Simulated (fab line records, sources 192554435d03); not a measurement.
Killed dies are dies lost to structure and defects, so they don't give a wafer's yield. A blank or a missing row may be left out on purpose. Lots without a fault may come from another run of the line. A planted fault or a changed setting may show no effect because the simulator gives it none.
fab line records | flow n5_finfet | part 1 of 2: steps 1 to 4 of 6
record lots=23 wafers=69 last_day=17
route steps=1938 shown GATE_CUT@467
lots that met no fault: from a run of the same line without faults
start_h: hours from the record's first day to the start of the lot's first wafer shown | wait_h: hours since the lot's step before | " the same as in the row above | L1.1+2: a row that stands for several wafers | - no value, or no start given | * or withheld: withheld | < > ~ a bound
route shown NAME@n: a module of which the file shows steps, and the number in the route of the first | usual: mean/standard deviation of fault-free wafers | same: alike in all rows | chamber/n: place in a boat | sites: the reading at each site | _std_site: their standard deviation | _edge_site: outer sites' mean less inner sites' | radius_mm: how far each site lies from the wafer's centre | mask NAME#n: copy n | behind: the tool/chamber that last shaped the wafer | hold: why the lot was held/for how many hours/how that ended | device: the transistor (n, p or np) that didn't switch | end of line: the same wafers' tests at the end of the route | a step without rows: its recipe alone | killed: dies lost to structure and defects at the first sort, not the wafer's yield | map: a wafer's dies, x killed, . not, _ none there
set.NAME: the setting as run; set.NAME@STEP: as run at that earlier step | model.NAME: the simulator's own value behind a step, which no gauge read
steps of the route over a sample of lots; a table a step, a row a wafer
services: from which hour (start_h, from the record's first day; less than 0 if before it) a tool's chamber was out of use, for how many hours, and why
## steps
# step N5_GATE_CUT_ETCHBACK_30
# recipe chemistry=Cl2/Ar target=TiN target_depth_a=30 mode=isotropic pressure_mtorr=10 icp_w=600 bias_w=60 Cl2_flow_sccm=40 Ar_flow_sccm=60
# usual drypump_motor_current_A=5.9/0.34 oes_product_au=0.72/0.099 throttle_valve_pct=20.9/0.39
# columns lot.wafer tool chamber start_h wait_h drypump_motor_current_A oes_product_au rf_hours_counter_h throttle_valve_pct
L074.2 rie_metal-01 1 80.54 0.1 6.2 0.60 129 20.9
L074.5 " 1 " " 6.2 0.59 - 21.0
L074.6 " 0 " " 5.7 0.83 - 20.5
L075.1 rie_metal-02 1 86.56 0.1 5.8 0.65 105 20.6
L075.2 " 0 " " 5.4 0.85 20 20.5
L075.4 " 0 " " 5.4 0.84 - 20.5
L076.1 rie_metal-02 0 92.82 0.1 5.4 0.84 20 20.5
L076.2 " 1 " " 5.7 0.64 106 20.6
L076.4 " 1 " " 5.7 0.66 - 20.6
L077.1 rie_metal-03 1 97.84 0.1 6.1 0.82 25 20.9
L077.4 " 1 " " 6.1 0.83 - 20.9
L077.6 " 0 " " 6.3 0.63 - 21.6
L078.1 rie_metal-03 0 104.08 0.1 6.3 0.63 119 21.5
L078.3 " 0 " " 6.3 0.63 - 21.5
L078.5 " 0 " " 6.3 0.64 - 21.5
L079.3 rie_metal-02 0 112.70 0.0 5.4 0.83 - 20.5
L079.4 " 1 " " 5.7 0.64 - 20.6
L079.6 " 1 " " 5.7 0.64 - 20.6
L080.1 rie_metal-02 0 117.34 0.1 5.4 0.83 22 20.5
L080.2 " 1 " " 5.8 0.64 107 20.6
L080.6 " 1 " " 5.7 0.64 - 20.6
L081.3 rie_metal-01 0 122.25 0.0 5.7 0.81 - 20.5
L081.5 " 1 " " 6.2 0.59 - 20.9
L081.6 " 0 " " 5.7 0.82 - 20.5
L082.1 rie_metal-03 0 128.40 0.1 6.3 0.62 122 21.5
L082.3 " 1 " " 6.1 0.81 - 20.9
L082.6 " 1 " " 6.1 0.82 - 20.9
L083.2 rie_metal-03 1 133.79 0.1 6.1 0.82 29 20.9
L083.5 " 1 " " 6.1 0.81 - 20.9
L083.6 " 0 " " 6.3 0.62 - 21.5
L084.1 rie_metal-03 1 145.69 0.1 6.1 0.82 29 20.9
L084.2 " 0 " " 6.3 0.63 123 21.5
L084.5 " 1 " " 6.1 0.83 - 20.9
L085.2 rie_metal-01 1 150.88 0.1 6.2 0.59 134 20.9
L085.4 " 0 " " 5.7 0.81 - 20.6
L085.5 " 0 " " 5.7 0.80 - 20.5
L086.1 rie_metal-03 1 157.11 0.1 6.1 0.81 31 20.9
L086.2 " 0 " " 6.3 0.61 125 21.5
L086.6 " 1 " " 6.1 0.81 - 20.9
L087.1 rie_metal-01 1 161.66 0.1 6.2 0.60 135 21.0
L087.3 " 0 " " 5.7 0.80 - 20.6
L087.4 " 1 " " 6.2 0.59 - 21.0
L088.1 rie_metal-01 1 167.50 0.1 6.2 0.59 136 20.9
L088.4 " 1 " " 6.3 0.59 - 20.9
L088.5 " 1 " " 6.2 0.59 - 21.0
L089.1 rie_metal-03 0 172.99 0.1 6.3 0.61 127 21.6
L089.2 " 0 " " 6.3 0.61 - 21.6
L089.6 " 0 " " 6.3 0.61 - 21.6
L090.1 rie_metal-02 0 180.10 0.1 5.4 0.81 26 20.5
L090.3 " 0 " " 5.4 0.83 - 20.5
L090.6 " 0 " " 5.4 0.81 - 20.5
L092.2 rie_metal-02 0 191.41 0.1 5.4 0.81 27 20.5
L092.4 " 0 " " 5.5 0.81 - 20.5
L092.5 " 1 " " 5.7 0.64 - 20.6
L093.1 rie_metal-02 0 198.81 0.1 5.4 0.81 28 20.5
L093.4 " 1 " " 5.7 0.64 - 20.6
L093.6 " 1 " " 5.7 0.64 - 20.6
L094.3 rie_metal-02 0 205.83 0.0 5.4 0.81 - 20.5
L094.5 " 0 " " 5.4 0.81 - 20.5
L094.6 " 1 " " 5.7 0.64 - 20.6
L095.3 rie_metal-02 0 207.46 0.0 5.4 0.80 - 20.5
L095.5 " 1 " " 5.7 0.64 - 20.6
L095.6 " 0 " " 5.4 0.80 - 20.5
L096.1 rie_metal-03 0 214.13 0.1 6.3 0.61 131 21.6
L096.4 " 1 " " 6.1 0.81 - 20.9
L096.5 " 1 " " 6.1 0.80 - 21.0
L097.3 rie_metal-03 0 218.80 0.0 6.3 0.61 - 21.6
L097.4 " 1 " " 6.1 0.80 - 21.0
L097.5 " 1 " " 6.1 0.80 - 20.9
# step N5_GATE_CUT_ETCH_58
# recipe chemistry=CH3F/O2 target=SiNx target_depth_a=170 time_s=128.6 ion_energy_ev=50 pressure_mtorr=30 source_w=415 bias_w=21 Ar_flow_sccm=150 CH3F_flow_sccm=30 O2_flow_sccm=20
# usual drypump_motor_current_A=5.7/0.43 oes_product_au=0.77/0.076 rf_vpp_V=99.2/1 showerhead_plenum_p_Torr=2.00/0.071 throttle_valve_pct=16.28/0.21
# columns lot.wafer tool chamber start_h wait_h drypump_motor_current_A oes_product_au rf_hours_counter_h rf_vpp_V showerhead_plenum_p_Torr throttle_valve_pct
L074.2 rie_diel-04 0 80.66 0.1 6.5 0.85 76 98.7 2.12 16.45
L074.5 " 0 " " 6.5 0.85 - 100.8 2.12 16.47
L074.6 " 1 " " 6.5 0.74 - 99.1 1.99 16.13
L075.1 rie_diel-01 1 86.68 0.1 5.6 0.73 156 98.9 1.99 16.36
L075.2 " 0 " " 5.3 0.68 226 99.0 2.06 16.35
L075.4 " 2 " " 5.5 0.72 192 99.3 2.08 16.43
L076.1 rie_diel-04 3 92.95 0.1 5.4 0.92 30 98.9 1.96 16.00
L076.2 " 0 " " 6.6 0.84 81 100.6 2.12 16.47
L076.4 " 2 " " 5.6 0.78 112 97.9 2.01 15.88
L077.1 rie_diel-05 0 97.92 0.0 6.0 0.70 184 98.0 1.90 16.47
L077.4 " 2 " " 5.6 0.95 8 101.7 2.05 15.87
L077.6 " 3 " " 5.6 0.75 - 97.5 1.93 16.27
L078.1 rie_diel-04 3 104.16 0.0 5.4 0.90 35 97.3 1.96 16.02
L078.3 " 2 " " 5.6 0.79 116 101.4 2.01 15.89
L078.5 " 2 " " 5.6 0.79 - 98.5 2.01 15.92
L079.3 rie_diel-05 3 112.98 0.2 5.5 0.75 164 98.7 1.93 16.29
L079.4 " 2 " " 5.5 0.94 13 100.4 2.05 15.86
L079.6 " 3 " " 5.5 0.76 - 97.0 1.93 16.28
L080.1 rie_diel-04 2 117.42 0.0 5.6 0.77 120 99.9 2.01 15.90
L080.2 " 3 " " 5.4 0.89 39 97.3 1.96 16.04
L080.6 " 2 " " 5.6 0.78 - 99.2 2.01 15.90
L081.3 rie_diel-01 1 122.33 0.0 5.6 0.73 164 100.7 1.98 16.38
L081.5 " 1 " " 5.6 0.72 - 100.4 1.98 16.39
L081.6 " 0 " " 5.3 0.67 - 98.6 2.06 16.37
L082.1 rie_diel-05 2 128.49 0.0 5.5 0.93 18 97.7 2.05 15.87
L082.3 " 0 " " 6.0 0.71 193 98.1 1.90 16.50
L082.6 " 0 " " 6.0 0.71 - 97.8 1.90 16.47
L083.2 rie_diel-01 3 133.87 0.0 5.4 0.72 192 100.2 2.07 16.36
L083.5 " 0 " " 5.3 0.67 - 99.7 2.06 16.39
L083.6 " 3 " " 5.5 0.72 - 100.4 2.07 16.36
L084.1 rie_diel-05 2 145.77 0.0 5.6 0.92 22 98.5 2.05 15.88
L084.2 " 1 " " 5.7 0.80 98 97.9 1.86 16.50
L084.5 " 3 " " 5.5 0.75 - 98.9 1.93 16.31
L085.2 rie_diel-04 0 151.03 0.1 6.5 0.83 94 100.9 2.12 16.51
L085.4 " 1 " " 6.5 0.72 170 99.4 1.99 16.19
L085.5 " 0 " " 6.6 0.83 - 99.2 2.11 16.50
L086.1 rie_diel-01 3 157.20 0.0 5.5 0.72 199 98.8 2.07 16.38
L086.2 " 1 " " 5.6 0.72 175 99.3 1.98 16.40
L086.6 " 3 " " 5.5 0.72 - 100.0 2.07 16.38
L087.1 rie_diel-04 0 161.74 0.0 6.6 0.82 98 100.0 2.11 16.50
L087.3 " 3 " " 5.4 0.87 53 99.0 1.95 16.05
L087.4 " 3 " " 5.4 0.87 - 98.1 1.95 16.04
L088.1 rie_diel-01 0 167.58 0.0 5.3 0.67 249 99.7 2.05 16.40
L088.4 " 3 " " 5.5 0.70 202 98.6 2.07 16.38
L088.5 " 0 " " 5.3 0.67 - 100.1 2.05 16.41
L089.1 rie_diel-01 3 173.13 0.1 5.5 0.71 204 100.5 2.07 16.38
L089.2 " 1 " " 5.6 0.71 181 99.3 1.98 16.42
L089.6 " 3 " " 5.5 0.71 - 99.0 2.07 16.37
L090.1 rie_diel-01 3 180.18 0.0 5.5 0.71 207 99.9 2.07 16.39
L090.3 " 1 " " 5.6 0.71 184 100.6 1.98 16.41
L090.6 " 2 " " 5.5 0.70 - 100.1 2.07 16.48
L092.2 rie_diel-05 0 191.72 0.3 6.1 0.68 210 98.6 1.89 16.52
L092.4 " 1 " " 5.7 0.78 112 99.6 1.86 16.53
L092.5 " 0 " " 6.0 0.68 - 99.4 1.89 16.51
L093.1 rie_diel-04 2 198.89 0.0 5.6 0.76 144 99.0 2.00 15.94
L093.4 " 3 " " 5.4 0.87 64 99.3 1.95 16.08
L093.6 " 1 " " 6.5 0.72 - 98.2 1.98 16.20
L094.3 rie_diel-05 2 205.91 0.0 5.5 0.88 42 99.4 2.04 15.91
L094.5 " 3 " " 5.6 0.74 - 98.2 1.92 16.31
L094.6 " 0 " " 6.0 0.69 - 97.4 1.89 16.52
L095.3 rie_diel-04 1 207.53 0.0 6.5 0.71 185 100.5 1.98 16.21
L095.5 " 1 " " 6.6 0.72 - 98.7 1.98 16.21
L095.6 " 0 " " 6.5 0.80 - 99.5 2.11 16.53
L096.1 rie_diel-04 3 214.21 0.0 5.4 0.86 69 98.5 1.95 16.08
L096.4 " 0 " " 6.6 0.80 113 98.3 2.11 16.53
L096.5 " 3 " " 5.4 0.85 - 100.3 1.95 16.09
L097.3 rie_diel-01 2 218.88 0.0 5.5 0.69 232 99.3 2.07 16.50
L097.4 " 3 " " 5.5 0.70 219 99.3 2.06 16.41
L097.5 " 2 " " 5.5 0.69 - 99.6 2.07 16.52
# step N5_GATE_CUT_OVL_MEAS_14
# recipe points_per_wafer=522
# usual GATE_CUT_OVL=0.8/0.58
# same points_per_wafer=522
# columns lot.wafer tool chamber start_h wait_h GATE_CUT_OVL[nm]
L074.2 overlay-02 0 85.48 0.0 1.3
L074.5 " 0 " " 0.3
L074.6 " 0 " " 1.5
L075.1 overlay-02 0 91.30 0.0 0.9
L075.2 " 0 " " 0.6
L075.4 " 0 " " 1.0
L076.1 overlay-02 0 98.23 0.0 -0.3
L076.2 " 0 " " 1.1
L076.4 " 0 " " 1.2
L077.1 overlay-01 0 101.25 0.0 0.8
L077.4 " 0 " " 1.4
L077.6 " 0 " " 1.1
L078.1 overlay-01 0 107.61 0.0 -0.2
L078.3 " 0 " " 0.7
L078.5 " 0 " " 0.4
L079.3 overlay-01 0 116.37 0.0 0.0
L079.4 " 0 " " -0.1
L079.6 " 0 " " 0.5
L080.1 overlay-02 0 120.91 0.0 1.5
L080.2 " 0 " " 0.3
L080.6 " 0 " " 1.1
L081.3 overlay-02 0 125.86 0.0 1.7
L081.5 " 0 " " 0.4
L081.6 " 0 " " 0.5
L082.1 overlay-01 0 131.99 0.0 1.1
L082.3 " 0 " " 1.0
L082.6 " 0 " " 0.6
L083.2 overlay-01 0 138.89 0.0 0.1
L083.5 " 0 " " 0.8
L083.6 " 0 " " -0.3
L084.1 overlay-01 0 149.07 0.0 1.1
L084.2 " 0 " " 1.2
L084.5 " 0 " " 0.8
L085.2 overlay-01 0 154.32 0.0 1.3
L085.4 " 0 " " 0.6
L085.5 " 0 " " 1.4
L086.1 overlay-02 0 160.61 0.0 1.3
L086.2 " 0 " " 0.1
L086.6 " 0 " " 0.5
L087.1 overlay-02 0 165.39 0.0 1.3
L087.3 " 0 " " 0.8
L087.4 " 0 " " 0.7
L088.1 overlay-01 0 170.87 0.0 0.6
L088.4 " 0 " " 0.7
L088.5 " 0 " " 0.5
L089.1 overlay-01 0 176.87 0.0 0.3
L089.2 " 0 " " 1.7
L089.6 " 0 " " 0.5
L090.1 overlay-02 0 183.59 0.0 0.3
L090.3 " 0 " " 1.0
L090.6 " 0 " " 0.9
L092.2 overlay-01 0 195.02 0.0 2.2
L092.4 " 0 " " 1.4
L092.5 " 0 " " 0.7
L093.1 overlay-02 0 202.31 0.0 1.4
L093.4 " 0 " " 0.7
L093.6 " 0 " " 2.7
L094.3 overlay-02 0 209.52 0.0 0.6
L094.5 " 0 " " 0.4
L094.6 " 0 " " 0.4
L095.3 overlay-02 0 210.89 0.0 2.1
L095.5 " 0 " " 1.3
L095.6 " 0 " " 1.1
L096.1 overlay-01 0 217.51 0.0 -0.6
L096.4 " 0 " " 0.5
L096.5 " 0 " " 1.1
L097.3 overlay-01 0 222.49 0.0 1.8
L097.4 " 0 " " 1.2
L097.5 " 0 " " 1.2
# step N5_GATE_CUT_DESCUM_18
# recipe chemistry=O2 time_s=7 source_power_w=50 bias_power_w=20 pressure_mtorr=20 rf_frequency_hz=2.712e+07 temp_c=40 resist=CAR-EUV o2_flow_sccm=225
# usual drypump_motor_current_A=5.6/0.33 o2_flow_sccm=225.0/0.67 oes_product_au=0.77/0.086 rf_vpp_V=243.3/1.5 showerhead_plenum_p_Torr=2.10/0.073 throttle_valve_pct=20.38/0.23
# columns lot.wafer tool chamber start_h wait_h drypump_motor_current_A o2_flow_sccm oes_product_au rf_hours_counter_h rf_vpp_V showerhead_plenum_p_Torr throttle_valve_pct
L074.2 rie_diel-04 3 85.64 0.1 5.4 226.1 0.92 27 243.3 2.05 20.11
L074.5 " 1 " " 6.5 223.5 0.74 - 243.4 2.10 20.33
L074.6 " 0 " " 6.5 224.6 0.85 - 244.8 2.20 20.53
L075.1 rie_diel-05 2 91.86 0.5 5.6 224.9 0.96 7 244.3 2.15 20.01
L075.2 " 1 " " 5.7 224.8 0.83 83 241.3 1.96 20.69
L075.4 " 0 " " 6.0 225.5 0.72 182 242.5 1.99 20.58
L076.1 rie_diel-01 2 98.32 0.0 5.5 225.9 0.72 195 245.2 2.16 20.45
L076.2 " 0 " " 5.2 224.8 0.69 230 244.7 2.15 20.37
L076.4 " 1 " " 5.6 224.8 0.73 160 241.5 2.10 20.58
L077.1 rie_diel-04 0 101.48 0.2 6.6 225.4 0.84 84 243.6 2.20 20.54
L077.4 " 3 " " 5.4 224.0 0.91 33 241.6 2.05 20.13
L077.6 " 2 " " 5.6 225.1 0.78 - 245.2 2.09 19.86
L078.1 rie_diel-01 0 107.98 0.3 5.3 224.7 0.69 232 245.1 2.15 20.38
L078.3 " 2 " " 5.5 224.3 0.72 198 244.0 2.16 20.42
L078.5 " 0 " " 5.3 224.8 0.69 - 243.1 2.15 20.37
L079.3 rie_diel-01 0 116.45 0.0 5.3 225.0 0.68 235 245.2 2.15 20.37
L079.4 " 1 " " 5.6 225.0 0.73 163 243.9 2.10 20.59
L079.6 " 1 " " 5.6 224.2 0.73 - 242.7 2.10 20.60
L080.1 rie_diel-01 0 121.00 0.0 5.2 224.6 0.68 235 245.3 2.15 20.39
L080.2 " 2 " " 5.5 225.4 0.72 201 243.1 2.16 20.45
L080.6 " 2 " " 5.5 225.4 0.71 - 243.3 2.16 20.43
L081.3 rie_diel-05 2 126.28 0.4 5.5 224.0 0.92 17 243.9 2.15 20.02
L081.5 " 3 " " 5.5 224.4 0.75 - 241.1 2.00 20.24
L081.6 " 0 " " 6.0 224.8 0.71 - 239.9 1.99 20.60
L082.1 rie_diel-01 0 132.09 0.0 5.3 224.5 0.67 239 243.7 2.15 20.40
L082.3 " 3 " " 5.5 224.6 0.71 192 244.4 2.17 20.44
L082.6 " 1 " " 5.6 224.4 0.72 - 244.4 2.10 20.60
L083.2 rie_diel-04 3 138.97 0.0 5.4 225.9 0.88 46 241.8 2.04 20.13
L083.5 " 0 " " 6.5 226.2 0.83 - 244.1 2.20 20.55
L083.6 " 3 " " 5.4 225.4 0.89 - 240.0 2.04 20.14
L084.1 rie_diel-01 0 149.16 0.0 5.3 224.5 0.68 243 244.3 2.14 20.40
L084.2 " 2 " " 5.5 224.7 0.72 209 244.6 2.16 20.47
L084.5 " 3 " " 5.5 225.6 0.71 - 244.6 2.16 20.43
L085.2 rie_diel-04 3 154.48 0.1 5.4 224.3 0.88 51 242.4 2.04 20.14
L085.4 " 0 " " 6.5 225.5 0.82 96 244.3 2.20 20.54
L085.5 " 2 " " 5.6 224.6 0.76 - 243.1 2.09 19.89
L086.1 rie_diel-04 3 160.70 0.0 5.4 224.3 0.89 52 241.8 2.04 20.14
L086.2 " 0 " " 6.6 225.5 0.83 97 244.1 2.19 20.55
L086.6 " 3 " " 5.4 225.6 0.88 - 241.9 2.04 20.14
L087.1 rie_diel-05 2 165.48 0.0 5.5 225.3 0.89 28 244.2 2.15 20.03
L087.3 " 3 " " 5.5 225.9 0.74 178 241.3 2.00 20.26
L087.4 " 0 " " 6.0 224.7 0.70 202 240.8 1.99 20.61
L088.1 rie_diel-05 2 170.96 0.0 5.6 226.1 0.89 30 243.7 2.14 20.04
L088.4 " 0 " " 6.1 225.4 0.70 204 243.2 1.98 20.61
L088.5 " 2 " " 5.6 225.6 0.90 - 244.0 2.14 20.04
L089.1 rie_diel-05 2 176.96 0.0 5.5 225.7 0.88 32 243.7 2.14 20.04
L089.2 " 3 " " 5.6 223.1 0.73 182 242.2 2.00 20.26
L089.6 " 0 " " 6.0 225.5 0.70 - 241.5 1.98 20.62
L090.1 rie_diel-01 3 183.77 0.1 5.5 225.0 0.69 208 244.2 2.16 20.47
L090.3 " 1 " " 5.6 224.2 0.71 185 242.1 2.09 20.62
L090.6 " 1 " " 5.6 224.4 0.71 - 241.9 2.09 20.61
L092.2 rie_diel-05 0 195.10 0.0 6.0 225.5 0.70 211 241.6 1.98 20.63
L092.4 " 3 " " 5.5 225.3 0.73 187 242.0 1.99 20.27
L092.5 " 2 " " 5.6 225.0 0.88 - 243.6 2.14 20.05
L093.1 rie_diel-01 2 202.40 0.0 5.5 224.8 0.70 227 242.0 2.15 20.49
L093.4 " 3 " " 5.5 225.2 0.70 214 243.1 2.16 20.48
L093.6 " 0 " " 5.3 225.8 0.99 - 244.6 2.14 19.99
L094.3 rie_diel-01 0 209.60 0.0 5.3 224.8 0.97 8 245.7 2.14 20.01
L094.5 " 0 " " 5.3 224.6 0.98 - 243.7 2.14 20.02
L094.6 " 3 " " 5.5 225.3 0.70 - 245.3 2.16 20.45
L095.3 rie_diel-05 0 210.97 0.0 6.0 226.1 0.68 217 241.1 1.98 20.64
L095.5 " 2 " " 5.6 224.2 0.87 - 244.1 2.14 20.07
L095.6 " 0 " " 6.0 224.4 0.69 - 240.7 1.98 20.63
L096.1 rie_diel-01 1 217.60 0.0 5.6 223.7 0.71 196 243.1 2.09 20.65
L096.4 " 0 " " 5.2 224.9 0.97 11 244.1 2.14 20.03
L096.5 " 3 " " 5.5 225.4 0.69 - 246.0 2.16 20.49
L097.3 rie_diel-01 2 222.57 0.0 5.5 226.0 0.69 233 244.5 2.15 20.47
L097.4 " 1 " " 5.6 224.5 0.71 197 242.8 2.09 20.65
L097.5 " 3 " " 5.5 224.4 0.69 - 243.9 2.16 20.48
